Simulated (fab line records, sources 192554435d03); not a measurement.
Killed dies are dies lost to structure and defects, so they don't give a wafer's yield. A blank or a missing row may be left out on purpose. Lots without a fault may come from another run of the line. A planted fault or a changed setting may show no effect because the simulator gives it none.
Split-lot experiment | flow n5_finfet | 7 lots, 21 wafers read, on a route of 1938 steps

THE SPLIT
At N5_BEOL_M10_PEB_26 (peb time 60 s), the setting peb_time_s was moved away from the recipe's 60 s on 7 of the 21 wafers read, by -13.7% to +22.4%. The other wafers ran this setting at the recipe's value.

FROM THE SPLIT TO THE READING: what the file shows between them, 1 step
- N5_BEOL_M10_DEVELOP_27: develop time 30 s

THE READING
cd_nm, in nm, at N5_BEOL_M10_CD_MEAS_28 (target cd 70 nm). Fault-free wafers of this fab line usually give 70.2 nm, standard deviation 1 nm.

wafer  | tool, chamber at the split | peb_time_s as run, s | against the recipe | cd_nm, nm | against lot-mates on the recipe
L077.2 | litho_track-04, 0          | 60                   | recipe             | 70.7      | -
L077.3 | litho_track-04, 0          | 73.41                | +22.4%             | 79.1      | +8.4
L077.4 | litho_track-04, 0          | 73.41                | +22.4%             | 78.6      | +7.9
L084.1 | litho_track-04, 0          | 64.1                 | +6.8%              | 71.5      | +0.8
L084.2 | litho_track-04, 0          | 60                   | recipe             | 70.7      | -
L084.4 | litho_track-04, 0          | 64.1                 | +6.8%              | 74.1      | +3.4
L086.2 | litho_track-01, 0          | 51.77                | -13.7%             | 61.3      | -8.2
L086.4 | litho_track-01, 0          | 60                   | recipe             | 69.2      | -
L086.6 | litho_track-01, 0          | 60                   | recipe             | 69.7      | -
L087.1 | litho_track-04, 0          | 64.55                | +7.6%              | 74.2      | +4.0
L087.2 | litho_track-04, 0          | 60                   | recipe             | 70.3      | -
L087.6 | litho_track-04, 0          | 60                   | recipe             | 70.0      | -
L093.4 | litho_track-01, 0          | 60                   | recipe             | 70.8      | -
L093.5 | litho_track-01, 0          | 60                   | recipe             | 69.3      | -
L093.6 | litho_track-01, 0          | 60                   | recipe             | 70.9      | -
L096.2 | litho_track-02, 0          | 60                   | recipe             | 71.7      | -
L096.4 | litho_track-02, 0          | 73.36                | +22.3%             | 80.1      | +9.1
L096.6 | litho_track-02, 0          | 60                   | recipe             | 70.2      | -
L097.1 | litho_track-01, 0          | 60                   | recipe             | 69.9      | -
L097.3 | litho_track-01, 0          | 60                   | recipe             | 68.3      | -
L097.4 | litho_track-01, 0          | 60                   | recipe             | 69.6      | -

THE FIT
A straight line over all 21 wafers: cd_nm changes by +0.448 nm for each +1% of peb_time_s; r = +0.97; the points scatter about the line by 1.1 nm.
The same after taking each lot's own level away (the mean of its wafers on the recipe; 21 wafers): +0.413 nm for each +1%; r = +0.97; scatter 0.94 nm.
On that fit, the largest move of peb_time_s shifts the reading by 9.2 nm.
The lots' own levels span 69.27 to 70.95 nm, that is 1.7 times the standard deviation above.
So the lot-to-lot level changes the slope little: the two slopes agree.
Check: with one of the wafers moved furthest among these (+22.4%) left out of the fit, the line predicts +9.21 nm for it against its lot-mates. It came out at +8.4 nm against them.

OTHER SPLITS ON THESE WAFERS
These wafers also went through other splits before the reading. Each is held against what the fit with the lots' levels taken away leaves over:
other split on the same wafers | wafers away from the commonest value | r with cd_nm (lot level and that fit taken away)
N5_BEOL_M8_COAT_22 spin_rpm    | 8                                    | -0.06
N5_BEOL_M8_ETCH_65 source_w    | 5                                    | +0.11
N5_BEOL_M9_ILD_DEP_00 time_s   | 6                                    | +0.13

THE FILE'S OWN FIT
cd_nm changes by +0.422 nm for each +1% of peb_time_s, r = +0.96.
